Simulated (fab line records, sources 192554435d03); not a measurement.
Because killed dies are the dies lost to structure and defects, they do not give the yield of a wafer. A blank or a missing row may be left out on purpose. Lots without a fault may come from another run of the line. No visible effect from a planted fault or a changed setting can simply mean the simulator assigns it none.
fab line records    flow n5Finfet
record: lots: 7  wafers: 21
route steps=1938 shown DUMMY_GATE@221 SD_EPI_N@268 SDB@350 HKMG_FIN@396 GATE_CUT@478 MOL_CONTACT_COAG@517
startH: start of the lot's first displayed wafer, in hours after the record's first day    waitH: how many hours have passed since the lot's step before this one    " identical to the entry in the row above    L1.1+2: a row that stands for several wafers    - no value present, or no start provided    * or withheld: withheld    < > ~ a bound
route shown NAME@n: names a module that has steps shown in the file, with the first one's number in the route    usual: mean/standard deviation taken from wafers without a fault    same: alike in all rows    chamber/n: place in a boat    sites: per-site readings    _std_site: how widely they spread, as a standard deviation    _edge_site: mean of outer sites minus mean of inner sites    radiusMm: how far each site lies from the wafer's centre    mask NAME#n: copy n    behind: tool/chamber where the wafer was last shaped    hold: cause of the lot's hold/its duration in hours/its outcome    device: which transistor (n, p or np) failed to switch    end of line: at the end of the route, the tests of the same wafers    for a step that has no rows: nothing shown but its recipe    killed: count of dies lost to structure and defects at first sort (not the wafer's yield)    map: dies across one wafer; x = killed, . = not, _ = none there
set.NAME: setting as actually run; set.NAME@STEP: the setting as run at that earlier step    model.NAME: the simulator's own value behind a step, which no gauge read
lots run with intentionally changed settings; tables by step, rows by wafer
== steps ==
step: N5_DUMMY_GATE_PECVD_30
recipe: material: SiO2  targetThkA: 550  tempC: 400  precursor: TEOS/O2  pressureTorr: 6.5  rfW: withheld  teosFlowSccm: withheld  gas: O2  flowSccm: 2650  timeS: 10.8
lot.wafer  tool      chamber  startH  waitH  set.timeS  model.SiO2_of_DUMMY_GATE_PECVD_30.thkNm
L074.3     pecvd-04  1        48.13   0.0    10.8       54.2
L074.4     "         1        "       "      10.8       55
L074.6     "         2        "       "      10.8       55.8
L076.2     pecvd-04  2        59.10   0.0    10.8       53.8
L076.3     "         0        "       "      10.8       54.2
L076.6     "         0        "       "      10.8       55.2
L077.2     pecvd-04  0        64.21   0.0    10.06      51.8
L077.3     "         2        "       "      10.8       55.2
L077.4     "         2        "       "      10.8       56.2
L078.1     pecvd-02  0        72.34   0.0    10.8       53.8
L078.2     "         1        "       "      10.8       55.6
L078.5     "         1        "       "      10.8       56
L079.1     pecvd-04  2        78.70   0.0    10.8       53.4
L079.3     "         1        "       "      10.8       53.2
L079.5     "         0        "       "      11.49      58.2
L096.1     pecvd-01  1        186.37  0.0    10.8       53.8
L096.3     "         0        "       "      9.586      49.2
L096.6     "         2        "       "      10.8       54.6
L097.1     pecvd-02  2        186.50  0.0    10.8       54.6
L097.2     "         1        "       "      10.8       54.8
L097.6     "         0        "       "      10.8       55
step: N5_DUMMY_GATE_COAT_34
recipe: resist: SOC  tempC: 250  timeS: 60  spinRpm: 1500  resistThkNm: 60
step: N5_DUMMY_GATE_COAT_35
recipe: resist: SiARC  tempC: 220  timeS: 60  spinRpm: 1500  resistThkNm: 10
step: N5_DUMMY_GATE_ETCH_31
recipe: chemistry: C4F6/O2  target: SiO2  maskMaterial: SOC  targetDepthA: 825  timeS: 27.5  ionEnergyEv: 250  pressureMtorr: 30  sourceW: 345  biasW: 185  Ar_flow_sccm: 300  C4F6_flow_sccm: 10  O2_flow_sccm: 10
step: N5_DUMMY_GATE_STRIP_41
recipe: chemistry: O2  powerW: 400  tempC: 40  pressureMtorr: 30  rfFrequencyHz: 6e+07  biasPowerW: 0  overashFraction: 0.3  o2FlowSccm: 225
step: N5_DUMMY_GATE_HM_OPEN_21
recipe: chemistry: CH3F/O2  target: SiNx  targetDepthA: 1200  Ar_flow_sccm: 150  CH3F_flow_sccm: 30  O2_flow_sccm: 23  timeS: 171.4  pressureMtorr: 30  sourceW: 395  biasW: 73  ionEnergyEv: 120.7
lot.wafer  tool        chamber  startH  waitH  set.timeS@DUMMY_GATE_PECVD_30  model.SiO2_of_DUMMY_GATE_PECVD_30.thkNm
L074.3+4   rieDiel-02  3,2      49.23   0.0    10.8                           44.6
L074.6     "           0        "       "      10.8                           45.8
L076.2     rieDiel-02  0        60.78   0.0    10.8                           43.6
L076.3     "           1        "       "      10.8                           44.4
L076.6     "           0        "       "      10.8                           45.2
L077.2     rieDiel-02  3        65.21   0.0    10.06                          41.6
L077.3     "           2        "       "      10.8                           44.8
L077.4     "           3        "       "      10.8                           46
L078.1     rieDiel-06  3        73.45   0.0    10.8                           44
L078.2     "           2        "       "      10.8                           46
L078.5     "           2        "       "      10.8                           46.2
L079.1     rieDiel-02  0        79.82   0.0    10.8                           43.2
L079.3     "           3        "       "      10.8                           42.8
L079.5     "           2        "       "      11.49                          47.8
L096.1     rieDiel-05  1        187.50  0.0    10.8                           44.2
L096.3     "           2        "       "      9.586                          39.2
L096.6     "           2        "       "      10.8                           44.6
L097.1     rieDiel-05  2        187.76  0.0    10.8                           44.6
L097.2+6   "           3,2      "       "      10.8                           45
step: N5_DUMMY_GATE_ETCH_32
recipe: chemistry: CF4  target: SiO2  targetDepthA: 35  timeS: 3.9  ionEnergyEv: 350  pressureMtorr: 10  icpW: 800  biasW: 400  cf4FlowSccm: 80
lot.wafer  tool      chamber  startH  waitH  set.timeS@DUMMY_GATE_PECVD_30  model.SiO2_of_DUMMY_GATE_PECVD_30.thkNm
L074.3     rieSi-03  0        49.39   0.1    10.8                           41
L074.4     "         3        "       "      10.8                           41.2
L074.6     "         1        "       "      10.8                           42.4
L076.2     rieSi-06  2        60.95   0.1    10.8                           40.2
L076.3     "         3        "       "      10.8                           41
L076.6     "         1        "       "      10.8                           41.6
L077.2     rieSi-06  2        65.37   0.1    10.06                          38.2
L077.3     "         0        "       "      10.8                           41.4
L077.4     "         3        "       "      10.8                           42.4
L078.1     rieSi-03  1        73.62   0.1    10.8                           40.4
L078.2+5   "         2,0      "       "      10.8                           42.6
L079.1     rieSi-02  1        79.98   0.1    10.8                           39.6
L079.3     "         2        "       "      10.8                           39.2
L079.5     "         3        "       "      11.49                          44.2
L096.1     rieSi-02  0        187.66  0.1    10.8                           40.8
L096.3     "         1        "       "      9.586                          35.6
L096.6     "         0        "       "      10.8                           41.2
L097.1     rieSi-06  1        187.93  0.1    10.8                           41
L097.2     "         3        "       "      10.8                           41.4
L097.6     "         1        "       "      10.8                           41.6
step: N5_SD_EPI_N_PEB_07
recipe: pebTempC: 110  pebTimeS: 60  resist: CAR-ArF-block
lot.wafer   tool           chamber  startH  waitH  set.pebTimeS
L074.3      lithoTrack-04  0        51.07   0.0    63.66
L074.4+6    "              0        "       "      60
L076.2+3    lithoTrack-05  0        62.38   0.0    67.46
L076.6      "              0        "       "      60
L077.2+3    lithoTrack-04  0        66.95   0.0    56.41
L077.4      "              0        "       "      60
L078.1+5    lithoTrack-03  0        74.94   0.1    69.22
L078.2      "              0        "       "      60
L079.1      lithoTrack-04  0        81.43   0.1    60
L079.3+5    "              0        "       "      52.11
L096.1+3+6  lithoTrack-04  0        189.50  0.1    60
L097.1+2+6  lithoTrack-03  0        189.66  0.1    60
step: N5_SD_EPI_N_DEVELOP_08
recipe: developTimeS: 30  developer: TMAH  resist: CAR-ArF-block  devTempC: 23  rinseLiquid: diw  dry: airSpin
step: N5_SD_EPI_N_CD_MEAS_09
recipe: targetCdNm: 120  landingEnergyEv: 500  detector: seInlens
usual: cdNm: 119.6/0.82
lot.wafer  tool      chamber  startH  waitH  set.pebTimeS@SD_EPI_N_PEB_07  cdNm
L074.3     cdSem-02  0        51.14   -      63.66                         120.9
L074.4     "         0        "       "      60                            119.9
L074.6     "         0        "       "      60                            119.2
L076.2     cdSem-02  0        62.44   -      67.46                         123.3
L076.3     "         0        "       "      67.46                         123.0
L076.6     "         0        "       "      60                            120.1
L077.2     cdSem-03  0        67.02   -      56.41                         116.8
L077.3     "         0        "       "      56.41                         116.5
L077.4     "         0        "       "      60                            119.6
L078.1     cdSem-03  0        75.01   -      69.22                         125.3
L078.2     "         0        "       "      60                            120.2
L078.5     "         0        "       "      69.22                         124.5
L079.1     cdSem-01  0        81.50   -      60                            119.1
L079.3     "         0        "       "      52.11                         113.6
L079.5     "         0        "       "      52.11                         114.7
L096.1     cdSem-01  0        189.57  -      60                            118.8
L096.3     "         0        "       "      60                            119.2
L096.6     "         0        "       "      60                            119.0
L097.1     cdSem-02  0        189.73  -      60                            120.7
L097.2     "         0        "       "      60                            120.2
L097.6     "         0        "       "      60                            121.0
step: N5_SD_EPI_N_DESCUM_14
recipe: chemistry: O2  timeS: 7.9  sourcePowerW: 50  biasPowerW: 20  pressureMtorr: 20  rfFrequencyHz: 2.712e+07  tempC: 40  resist: CAR-ArF-block  o2FlowSccm: 225
lot.wafer  tool        chamber  startH  waitH  set.timeS  set.pebTimeS@SD_EPI_N_PEB_07  model.SD_EPI_N.cdNm
L074.3     rieDiel-01  1        51.22   0.0    7.9        63.66                         121
L074.4+6   "           3,0      "       "      7.9        60                            119.4
L076.2     rieDiel-03  3        62.53   0.0    8.407      67.46                         123.4
L076.3     "           1        "       "      7.9        67.46                         122.8
L076.6     "           3        "       "      7.9        60                            119.8
L077.2     rieDiel-03  0        67.15   0.1    7.9        56.41                         117.2
L077.3     "           1        "       "      8.933      56.41                         116.6
L077.4     "           2        "       "      8.933      60                            120
L078.1     rieDiel-01  1        75.49   0.4    7.9        69.22                         125.2
L078.2     "           0        "       "      7.272      60                            120.4
L078.5     "           1        "       "      7.9        69.22                         124.2
L079.1     rieDiel-03  2        81.98   0.4    9.009      60                            119.2
L079.3     "           0        "       "      7.9        52.11                         113.8
L079.5     "           0        "       "      9.009      52.11                         114.8
L096.1     rieDiel-03  3        189.67  0.1    9.082      60                            118.8
L096.3     "           2        "       "      9.082      60                            119.4
L096.6     "           3        "       "      7.9        60                            119
L097.1+6   rieDiel-04  3,2      189.85  0.1    7.9        60                            120.8
L097.2     "           1        "       "      7.9        60                            120
step: N5_SD_EPI_N_ETCH_34
recipe: chemistry: CF4  target: SiARC  targetDepthA: 455  maskMaterial: CAR-ArF-block  timeS: 75.8  ionEnergyEv: 80  pressureMtorr: 40  sourceW: 545  biasW: 36  Ar_flow_sccm: 100  cf4FlowSccm: 100  ends: cleared
lot.wafer  tool        chamber  startH  waitH  set.pebTimeS@SD_EPI_N_PEB_07  model.SD_EPI_N.cdNm
L074.3     rieDiel-01  1        51.26   0.0    63.66                         120.8
L074.4     "           3        "       "      60                            119.4
L074.6     "           0        "       "      60                            119.8
L076.2     rieDiel-03  3        62.57   0.0    67.46                         123.6
L076.3     "           1        "       "      67.46                         123
L076.6     "           3        "       "      60                            120
L077.2     rieDiel-03  0        67.19   0.0    56.41                         117.2
L077.3     "           1        "       "      56.41                         116.8
L077.4     "           2        "       "      60                            120.2
L078.1     rieDiel-01  1        75.53   0.0    69.22                         125.2
L078.2     "           0        "       "      60                            120.6
L078.5     "           1        "       "      69.22                         124.4
L079.1     rieDiel-03  2        82.01   0.0    60                            119.6
L079.3     "           0        "       "      52.11                         114
L079.5     "           0        "       "      52.11                         114.8
L096.1     rieDiel-03  3        189.71  0.0    60                            118.8
L096.3     "           2        "       "      60                            119.6
L096.6     "           3        "       "      60                            119
L097.1+6   rieDiel-04  3,2      189.88  0.0    60                            121
L097.2     "           1        "       "      60                            119.8
step: N5_SD_EPI_N_ETCH_35
recipe: chemistry: N2/H2  target: SOC  overetchA: 1080  maskMaterial: SiARC  tempC: 40  ionEnergyEv: 100  sourceW: 3000  biasW: 133  pressureMtorr: 20  timeS: 486  n2FlowSccm: 200  h2FlowSccm: 200
lot.wafer  tool        chamber  startH  waitH  set.pebTimeS@SD_EPI_N_PEB_07  model.SD_EPI_N.cdNm
L074.3     rieDiel-01  1        51.31   0.0    63.66                         120.8
L074.4     "           3        "       "      60                            118.4
L074.6     "           0        "       "      60                            118.2
L076.2     rieDiel-03  3        62.62   0.0    67.46                         123
L076.3     "           1        "       "      67.46                         123.8
L076.6     "           3        "       "      60                            119.2
L077.2+3   rieDiel-03  0,1      67.24   0.0    56.41                         116.4
L077.4     "           2        "       "      60                            121.2
L078.1     rieDiel-01  1        75.58   0.0    69.22                         124.6
L078.2     "           0        "       "      60                            119.8
L078.5     "           1        "       "      69.22                         124
L079.1     rieDiel-03  2        82.07   0.0    60                            120.2
L079.3     "           0        "       "      52.11                         113.4
L079.5     "           0        "       "      52.11                         114.6
L096.1     rieDiel-03  3        189.77  0.0    60                            118.2
L096.3     "           2        "       "      60                            119
L096.6     "           3        "       "      60                            118
L097.1     rieDiel-04  3        189.94  0.0    60                            121
L097.2     "           1        "       "      60                            120.2
L097.6     "           2        "       "      60                            121.4
step: N5_SD_EPI_N_STRIP_36
recipe: chemistry: N2/H2  tempC: 40  n2FlowSccm: 200  h2FlowSccm: 200  rfFrequencyHz: 6e+07
step: N5_SD_EPI_N_ETCHBACK_44
recipe: chemistry: CH3F/O2  mode: anisotropicEtchback  target: SiNx  targetDepthA: 145  stopOn: SiO2  overEtchFrac: 0.3  ionEnergyEv: 120  pressureMtorr: 30  sourceW: 395  biasW: 73  Ar_flow_sccm: 150  CH3F_flow_sccm: 30  O2_flow_sccm: 20
lot.wafer  tool        chamber  startH  waitH  set.pebTimeS@SD_EPI_N_PEB_07  model.SD_EPI_N.cdNm
L074.3     rieDiel-01  1        51.64   0.0    63.66                         120.8
L074.4     "           3        "       "      60                            118.4
L074.6     "           0        "       "      60                            118.2
L076.2     rieDiel-03  3        62.95   0.0    67.46                         123
L076.3     "           1        "       "      67.46                         123.8
L076.6     "           3        "       "      60                            119.2
L077.2     rieDiel-03  0        67.57   0.0    56.41                         116.6
L077.3     "           1        "       "      56.41                         116.4
L077.4     "           2        "       "      60                            121.2
L078.1     rieDiel-01  1        75.91   0.0    69.22                         124.6
L078.2     "           0        "       "      60                            119.8
L078.5     "           1        "       "      69.22                         124
L079.1     rieDiel-03  2        82.39   0.0    60                            120
L079.3     "           0        "       "      52.11                         113.4
L079.5     "           0        "       "      52.11                         114.6
L096.1     rieDiel-03  3        190.09  0.0    60                            118.2
L096.3     "           2        "       "      60                            119
L096.6     "           3        "       "      60                            118
L097.1     rieDiel-04  3        190.26  0.0    60                            121.2
L097.2     "           1        "       "      60                            120.2
L097.6     "           2        "       "      60                            121.6
step: N5_SDB_COAT_05
recipe: resist: CAR-ArF  spinRpm: 1500  resistThkNm: 90
lot.wafer  tool           chamber  startH  waitH  set.spinRpm  model.CAR-ArF_of_SDB_COAT_05.thkNm
L074.3     lithoTrack-01  0        -       -      1500         90.2
L074.4     "              0        "       "      1368         94.2
L074.6     "              0        "       "      1500         90
L076.2     lithoTrack-01  0        -       -      1406         92.8
L076.3     "              0        "       "      1500         89.6
L076.6     "              0        "       "      1406         92.6
L077.2+4   lithoTrack-05  0        -       -      1500         89.8
L077.3     "              0        "       "      1500         89.6
L078.1     lithoTrack-03  0        -       -      1500         90
L078.2     "              0        "       "      1500         90.2
L078.5     "              0        "       "      1419         92.6
L079.1+5   lithoTrack-05  0        -       -      1500         90
L079.3     "              0        "       "      1500         89.8
L096.1     lithoTrack-03  0        -       -      1500         89.8
L096.3+6   "              0        "       "      1500         89.6
L097.1+2   lithoTrack-03  0        -       -      1500         89.8
L097.6     "              0        "       "      1500         89.6
step: N5_HKMG_FIN_PEB_47
recipe: pebTempC: withheld  pebTimeS: 60  resist: CAR-ArF
lot.wafer   tool           chamber  startH  waitH  set.pebTimeS
L074.3      lithoTrack-04  0        74.46   0.0    60
L074.4+6    "              0        "       "      48.86
L076.2+6    lithoTrack-04  0        84.63   0.0    60
L076.3      "              0        "       "      73.39
L077.2+3+4  lithoTrack-03  0        90.11   0.0    60
L078.1+2    lithoTrack-03  0        98.02   0.1    71.81
L078.5      "              0        "       "      60
L079.1+3    lithoTrack-04  0        106.36  0.1    65.29
L079.5      "              0        "       "      60
L096.1      lithoTrack-03  0        211.49  0.1    49.9
L096.3+6    "              0        "       "      60
L097.1+2+6  lithoTrack-04  0        212.29  0.1    60
step: N5_HKMG_FIN_DEVELOP_48
recipe: developTimeS: 30  developer: TMAH  resist: CAR-ArF  rinseLiquid: diw  dry: airSpin  devTempC: 23
step: N5_HKMG_FIN_CD_MEAS_49
recipe: targetCdNm: 202  landingEnergyEv: 500  detector: seInlens  polarity: opening
usual: cdNm: 202.0/0.63
lot.wafer  tool      chamber  startH  waitH  set.pebTimeS@HKMG_FIN_PEB_47  cdNm
L074.3     cdSem-01  0        74.53   -      60                            202.5
L074.4     "         0        "       "      48.86                         196.1
L074.6     "         0        "       "      48.86                         195.6
L076.2     cdSem-03  0        84.70   -      60                            202.7
L076.3     "         0        "       "      73.39                         208.1
L076.6     "         0        "       "      60                            202.0
L077.2     cdSem-03  0        90.18   -      60                            202.2
L077.3     "         0        "       "      60                            200.5
L077.4     "         0        "       "      60                            201.7
L078.1     cdSem-02  0        98.08   -      71.81                         206.7
L078.2     "         0        "       "      71.81                         206.4
L078.5     "         0        "       "      60                            201.2
L079.1     cdSem-01  0        106.43  -      65.29                         204.6
L079.3     "         0        "       "      65.29                         205.0
L079.5     "         0        "       "      60                            202.6
L096.1     cdSem-01  0        211.56  -      49.9                          195.3
L096.3     "         0        "       "      60                            202.0
L096.6     "         0        "       "      60                            201.3
L097.1     cdSem-01  0        212.35  -      60                            202.8
L097.2     "         0        "       "      60                            203.2
L097.6     "         0        "       "      60                            202.4
step: N5_HKMG_FIN_ETCH_54
recipe: chemistry: CF4  target: SiARC  targetDepthA: 455  maskMaterial: CAR-ArF  timeS: 75.8  ionEnergyEv: 80  pressureMtorr: 40  sourceW: 545  biasW: 36  Ar_flow_sccm: 100  cf4FlowSccm: 100  ends: cleared
usual: etchRfOnTimeS: 77.1/1.6  rfVppV: 183.8/1.2
lot.wafer  tool        chamber  startH  waitH  set.sourceW  set.pebTimeS@HKMG_FIN_PEB_47  etchRfOnTimeS  rfVppV  model.HKMG_FIN.cdOffsetNm
L074.3     rieDiel-03  0        74.65   0.0    631.4        60                            68.3           175.2   0.8
L074.4     "           3        "       "      545          48.86                         78.0           186.9   -6.4
L074.6     "           3        "       "      631.4        48.86                         68.2           174.8   -6.2
L076.2     rieDiel-03  0        85.23   0.0    545          60                            77.8           183.5   0.6
L076.3     "           1        "       "      545          73.39                         77.5           185.7   6
L076.6     "           1        "       "      545          60                            77.4           185.8   0.2
L077.2     rieDiel-03  0        90.30   0.0    545          60                            77.0           183.5   0
L077.3     "           2        "       "      584.9        60                            70.4           176.9   -1.2
L077.4     "           0        "       "      584.9        60                            72.1           177.5   0
L078.1     rieDiel-01  3        98.21   0.0    590.3        71.81                         68.4           179.6   4.4
L078.2     "           2        "       "      590.3        71.81                         70.4           177.7   4.4
L078.5     "           3        "       "      545          60                            73.4           185.9   -1.2
L079.1     rieDiel-01  2        106.60  0.0    490.2        65.29                         83.5           190.4   2.6
L079.3     "           3        "       "      490.2        65.29                         81.8           191.4   2.8
L079.5     "           1        "       "      545          60                            74.8           182.4   0.6
L096.1     rieDiel-04  1        211.69  0.0    545          49.9                          78.0           185.0   -6.4
L096.3     "           3        "       "      545          60                            78.2           182.9   0.2
L096.6     "           0        "       "      545          60                            77.0           183.6   -1
L097.1     rieDiel-04  2        212.48  0.0    545          60                            77.7           181.9   1.2
L097.2     "           3        "       "      545          60                            78.9           181.5   1.6
L097.6     "           2        "       "      545          60                            77.6           184.0   0.6
step: N5_GATE_CUT_COAT_34
recipe: resist: SOC  tempC: 250  timeS: 60  spinRpm: 1500  resistThkNm: 60
lot.wafer  tool           chamber  startH  waitH  set.spinRpm  model.SOC_of_GATE_CUT_COAT_34.thkNm
L074.3+4   lithoTrack-01  0        86.08   0.0    1500         60.4
L074.6     "              0        "       "      1410         62
L076.2     lithoTrack-01  0        99.80   0.0    1500         60.2
L076.3     "              0        "       "      1594         58.6
L076.6     "              0        "       "      1594         58.2
L077.2+3   lithoTrack-05  0        102.37  0.0    1500         60
L077.4     "              0        "       "      1354         63.2
L078.1+5   lithoTrack-01  0        109.78  0.1    1564         59
L078.2     "              0        "       "      1500         60.2
L079.1     lithoTrack-02  0        118.79  0.0    1368         63
L079.3     "              0        "       "      1500         60.4
L079.5     "              0        "       "      1368         63.2
L096.1+3   lithoTrack-05  0        222.94  0.0    1500         60
L096.6     "              0        "       "      1357         63.4
L097.1     lithoTrack-01  0        225.15  0.0    1500         60
L097.2+6   "              0        "       "      1500         60.2
step: N5_GATE_CUT_COAT_35
recipe: resist: SiARC  tempC: 220  timeS: 60  spinRpm: 1500  resistThkNm: 10
step: N5_GATE_CUT_COAT_27
recipe: resist: underlayer  tempC: 205  timeS: 60  spinRpm: 1500  resistThkNm: 10
step: N5_GATE_CUT_ETCH_28
recipe: chemistry: N2/H2  target: underlayer  targetDepthA: 130  maskMaterial: CAR-EUV  timeS: 10.4  ionEnergyEv: 200  pressureMtorr: 30  sourceW: 840  biasW: 150  n2FlowSccm: 200  h2FlowSccm: 200  ends: cleared
step: N5_GATE_CUT_ETCH_36
recipe: chemistry: CF4  target: SiARC  targetDepthA: 130  maskMaterial: CAR-EUV  timeS: 21.7  ionEnergyEv: 80  pressureMtorr: 40  sourceW: 545  biasW: 36  Ar_flow_sccm: 100  cf4FlowSccm: 100  ends: cleared
step: N5_GATE_CUT_ETCH_37
recipe: chemistry: N2/H2  target: SOC  targetDepthA: 600  overetchA: 120  maskMaterial: SiARC  tempC: 40  timeS: 90  ionEnergyEv: 200  pressureMtorr: 30  sourceW: 840  biasW: 150  n2FlowSccm: 200  h2FlowSccm: 200
lot.wafer  tool        chamber  startH  waitH  set.spinRpm@GATE_CUT_COAT_34  model.etch.depthNm
L074.3     rieDiel-05  0        86.67   0.0    1500                          60.47
L074.4     "           2        "       "      1500                          60.32
L074.6     "           2        "       "      1410                          62.08
L076.2     rieDiel-05  1        100.40  0.0    1500                          60.16
L076.3     "           3        "       "      1594                          58.52
L076.6     "           3        "       "      1594                          58.21
L077.2     rieDiel-02  3        102.91  0.0    1500                          60.08
L077.3     "           1        "       "      1500                          60.07
L077.4     "           2        "       "      1354                          63.13
L078.1     rieDiel-06  0        110.31  0.0    1564                          58.93
L078.2     "           1        "       "      1500                          60.19
L078.5     "           1        "       "      1564                          58.95
L079.1     rieDiel-02  1        119.26  0.0    1368                          62.97
L079.3     "           2        "       "      1500                          60.32
L079.5     "           2        "       "      1368                          63.22
L096.1     rieDiel-05  1        223.41  0.0    1500                          60
L096.3     "           2        "       "      1500                          60.03
L096.6     "           1        "       "      1357                          63.34
L097.1     rieDiel-06  3        225.75  0.0    1500                          59.95
L097.2     "           0        "       "      1500                          60.26
L097.6     "           3        "       "      1500                          60.15
step: N5_MOL_CONTACT_COAG_COAT_103
recipe: resist: SOC  tempC: 250  timeS: 60  spinRpm: 1500  resistThkNm: 80
lot.wafer  tool           chamber  startH  waitH  set.spinRpm  model.SOC_of_MOL_CONTACT_COAG_COAT_103.thkNm
L074.3     lithoTrack-03  0        90.23   0.0    1500         80.6
L074.4     "              0        "       "      1413         83.2
L074.6     "              0        "       "      1500         80.8
L076.2     lithoTrack-05  0        103.73  0.0    1500         80.4
L076.3+6   "              0        "       "      1500         80.2
L077.2     lithoTrack-04  0        106.50  0.0    1333         85
L077.3     "              0        "       "      1500         79.8
L077.4     "              0        "       "      1333         84.8
L078.1+5   lithoTrack-05  0        113.63  0.0    1500         80.2
L078.2     "              0        "       "      1411         82.8
L079.1+3   lithoTrack-05  0        122.58  0.0    1500         80.4
L079.5     "              0        "       "      1500         80.8
L096.1     lithoTrack-04  0        227.18  0.0    1500         80
L096.3     "              0        "       "      1393         83.2
L096.6     "              0        "       "      1393         83
L097.1     lithoTrack-05  0        229.33  0.0    1500         80
L097.2+6   "              0        "       "      1500         80.2
== key ==
split: step: N5_DUMMY_GATE_PECVD_30  setting: timeS  stated: 10.8  by: wafer
response: step: N5_DUMMY_GATE_PECVD_30  reading: model.SiO2_of_DUMMY_GATE_PECVD_30.thkNm  change: +0.533  per: 1%  r: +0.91
response: step: N5_DUMMY_GATE_HM_OPEN_21  reading: model.SiO2_of_DUMMY_GATE_PECVD_30.thkNm  change: +0.538  per: 1%  r: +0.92
response: step: N5_DUMMY_GATE_ETCH_32  reading: model.SiO2_of_DUMMY_GATE_PECVD_30.thkNm  change: +0.545  per: 1%  r: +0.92
split: step: N5_SD_EPI_N_PEB_07  setting: pebTimeS  stated: 60  by: wafer
response: step: N5_SD_EPI_N_CD_MEAS_09  reading: cdNm  change: +0.317  per: 1%  r: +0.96
response: step: N5_SD_EPI_N_DESCUM_14  reading: model.SD_EPI_N.cdNm  change: +0.314  per: 1%  r: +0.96
response: step: N5_SD_EPI_N_ETCH_34  reading: model.SD_EPI_N.cdNm  change: +0.315  per: 1%  r: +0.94
response: step: N5_SD_EPI_N_ETCH_35  reading: model.SD_EPI_N.cdNm  change: +0.388  per: 1%  r: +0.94
response: step: N5_SD_EPI_N_ETCHBACK_44  reading: model.SD_EPI_N.cdNm  change: +0.383  per: 1%  r: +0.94
split: step: N5_SD_EPI_N_DESCUM_14  setting: timeS  stated: 7.9  by: wafer
response none clear
split: step: N5_SDB_COAT_05  setting: spinRpm  stated: 1500  by: wafer
response: step: N5_SDB_COAT_05  reading: model.CAR-ArF_of_SDB_COAT_05.thkNm  change: -0.473  per: 1%  r: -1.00
split: step: N5_HKMG_FIN_PEB_47  setting: pebTimeS  stated: 60  by: wafer
response: step: N5_HKMG_FIN_CD_MEAS_49  reading: cdNm  change: +0.304  per: 1%  r: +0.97
response: step: N5_HKMG_FIN_ETCH_54  reading: model.HKMG_FIN.cdOffsetNm  change: +0.306  per: 1%  r: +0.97
split: step: N5_HKMG_FIN_ETCH_54  setting: sourceW  stated: 545  by: wafer
response: step: N5_HKMG_FIN_ETCH_54  reading: etchRfOnTimeS  change: *  per: 1%  r: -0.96
response: step: N5_HKMG_FIN_ETCH_54  reading: rfVppV  change: -0.802  per: 1%  r: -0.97
split: step: N5_GATE_CUT_COAT_34  setting: spinRpm  stated: 1500  by: wafer
response: step: N5_GATE_CUT_COAT_34  reading: model.SOC_of_GATE_CUT_COAT_34.thkNm  change: -0.318  per: 1%  r: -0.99
response: step: N5_GATE_CUT_ETCH_37  reading: model.etch.depthNm  change: -0.316  per: 1%  r: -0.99
split: step: N5_MOL_CONTACT_COAG_COAT_103  setting: spinRpm  stated: 1500  by: wafer
response: step: N5_MOL_CONTACT_COAG_COAT_103  reading: model.SOC_of_MOL_CONTACT_COAG_COAT_103.thkNm  change: -0.447  per: 1%  r: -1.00
